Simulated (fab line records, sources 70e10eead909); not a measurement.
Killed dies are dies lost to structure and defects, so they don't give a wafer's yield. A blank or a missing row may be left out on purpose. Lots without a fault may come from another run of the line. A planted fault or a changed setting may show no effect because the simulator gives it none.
A struck lot beside a sound one | flow nand_harc | 14 steps out of a route of 1302
Sound: wafers L248.2, L248.5, L248.6. Struck: wafers L244.3, L244.5, L244.6. The cause comes at the end.
At each step with rows: each side's tool, then ch and its chambers, then its first start. Under that, the readings that differ: sound wafers | struck wafers | difference of the means | sigmas: that difference in standard deviations of wafers without a fault.
alike: readings whose means differ by less than 2 such deviations, and words and numbers that are the same on both sides. not compared: withheld readings, readings that some wafer has no value for, bounds like >300 that may hide the same value, and numbers for which the record gives no deviation and whose values overlap.
The two part at a step that has a row with sigmas, a row that says differs or no value, or rows on one side only. Numbers that don't overlap but have no deviation are shown without sigmas and don't part them. A reading that every wafer of one side lacks parts them only if that side has two wafers or more.

first, 4 steps without rows for these wafers: NHARC_P_CONTACT_EBR_08; NHARC_P_CONTACT_EXPOSE_09 (exposes mask P CA, target cd 90 nm); NHARC_P_CONTACT_PEB_10 (peb time 65 s); NHARC_P_CONTACT_DEVELOP_11 (develop time 35 s).
NHARC_P_CONTACT_CD_MEAS_12: target cd 90 nm.
  sound on cd_sem-03 ch 0, day 13 20:26; struck on cd_sem-03 ch 0, day 12 02:01
  alike: cd_nm
NHARC_P_CONTACT_OVL_MEAS_13:
  sound on overlay-02, day 13 20:32; struck on overlay-02, day 12 02:05
  alike: overlay_x_nm, overlay_y_nm
NHARC_P_CONTACT_INSPECT_14:
  sound on defect_inspect-02, day 13 20:34; struck on defect_inspect-01, day 12 02:08
  alike: raw_defect_count
NHARC_P_CONTACT_DESCUM_17: chemistry O2, time 3 s.
  sound on rie_diel-02 ch 0,1,3, day 13 20:39; struck on rie_diel-02 ch 0,1, day 12 02:11
  alike: drypump_motor_current_A, o2_flow_sccm, oes_product_au, rf_vpp_V, showerhead_plenum_p_Torr, throttle_valve_pct
  not compared: rf_hours_counter_h
NHARC_P_CONTACT_ETCH_35: etches the open film in CF4, target depth 39 nm, time 65 s.
  sound on rie_diel-02 ch 0,3, day 13 20:43; struck on rie_diel-02 ch 0,1,2, day 12 02:18
  alike: bias_w, cf4_flow_sccm, drypump_motor_current_A, oes_product_au, rf_vpp_V, showerhead_plenum_p_Torr, throttle_valve_pct
  not compared: rf_hours_counter_h
NHARC_P_CONTACT_ETCH_36: etches the open film in N2/H2, target depth 260 nm, time 406.25 s.
  sound on rie_diel-02 ch 0,1,2; struck on rie_diel-02 ch 1,2,3
  alike: bias_w, chamber_pressure_mTorr, drypump_motor_current_A, oes_product_au, rf_vpp_V, showerhead_plenum_p_Torr, throttle_valve_pct
  not compared: rf_hours_counter_h
NHARC_P_CONTACT_ETCH_18: etches the open film in C4F8/O2/Ar, target depth 481 nm, time 240.5 s.
  sound on rie_diel-02 ch 2,3; struck on rie_diel-02 ch 1,2,3
  alike: bias_w, chamber_pressure_mTorr, oes_product_au, rf_vpp_V
  not compared: rf_hours_counter_h
then, 1 step without rows for these wafers: NHARC_P_CONTACT_STRIP_37 (strips in C4F8/O2/Ar).
NHARC_P_CONTACT_ETCH_31: etches the open film in CH3F/O2, target depth 30 nm, time 85.7 s.
  sound on rie_diel-02 ch 0,2,3, day 13 21:23; struck on rie_diel-02 ch 0,1,3, day 12 02:57
  no value came back on the struck wafers for any of 8 readings (bias_w (W), ch3f_flow_sccm (sccm) and others); on the sound wafers bias_w (W) reads 100.04 100.23 99.59
  not compared: rf_hours_counter_h
NHARC_P_CONTACT_CD_MEAS_19:
  sound on cd_sem-03, day 13 21:30; struck on cd_sem-02, day 12 03:04
  alike: cd_nm

WHERE THEY PART
Only at NHARC_P_CONTACT_ETCH_31, within this record. Later steps at which nothing parts them and some readings are alike: NHARC_P_CONTACT_CD_MEAS_19.

WHY: what the simulator had put in
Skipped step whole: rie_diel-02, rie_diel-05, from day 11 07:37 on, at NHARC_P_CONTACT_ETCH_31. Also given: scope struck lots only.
